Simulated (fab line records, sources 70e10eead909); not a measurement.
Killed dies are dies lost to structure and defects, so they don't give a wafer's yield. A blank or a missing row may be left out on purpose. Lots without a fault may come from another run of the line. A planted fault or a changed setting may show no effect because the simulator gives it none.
Chamber matching | flow nand_harc | NHARC_A_BLC_CMP_25 on cmp-02: 4 sister chambers
The step polishes, t overpolish 30 s, target thk 150 nm. 4 wafers are shown with their chamber, then 8 later ones without.

WAFERS WITH THEIR CHAMBER
wafer  | chamber | motor_current_A (A)
L082.3 | 2       | 12.4
L082.5 | 0       | 11.0
L082.6 | 1       | 10.6
L085.2 | 3       | 11.7

WAFERS WITHOUT THEIR CHAMBER
wafer  | motor_current_A (A)
L085.3 | 12.0
L085.6 | 12.9
L087.1 | 12.6
L087.3 | 10.9
L087.4 | 10.8
L091.1 | 10.6
L091.2 | 12.8
L091.6 | 11.3

WHICH CHAMBER EACH WENT THROUGH
wafer  | from the rows above          | in truth
L085.3 | can't be placed: 3 or 2      | 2
L085.6 | 2                            | 2
L087.1 | 2                            | 2
L087.3 | can't be placed: 0 or 1      | 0
L087.4 | can't be placed: 0 or 1      | 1
L091.1 | can't be placed: 1 or 0      | 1
L091.2 | 2                            | 2
L091.6 | can't be placed: 0 or 3 or 1 | 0
Placed correctly: 3 of 8. Can't be placed from these rows: 5 (the true chamber is among the candidates in 5). Placed wrongly: 0.
How it was worked out, from the rows above alone: a wafer's distance from a chamber is the root of the sum, over the readings, of the square of ((its reading less the chamber's mean) divided by the reading's scatter). The wafer belongs to the nearest chamber; if the next one is less than 2 further off, it can't be placed. A chamber's mean is the mean of its shown wafers. The scatter: with one shown wafer a chamber, the root of the mean of the squares of how far each hidden wafer lies from its nearest shown one.
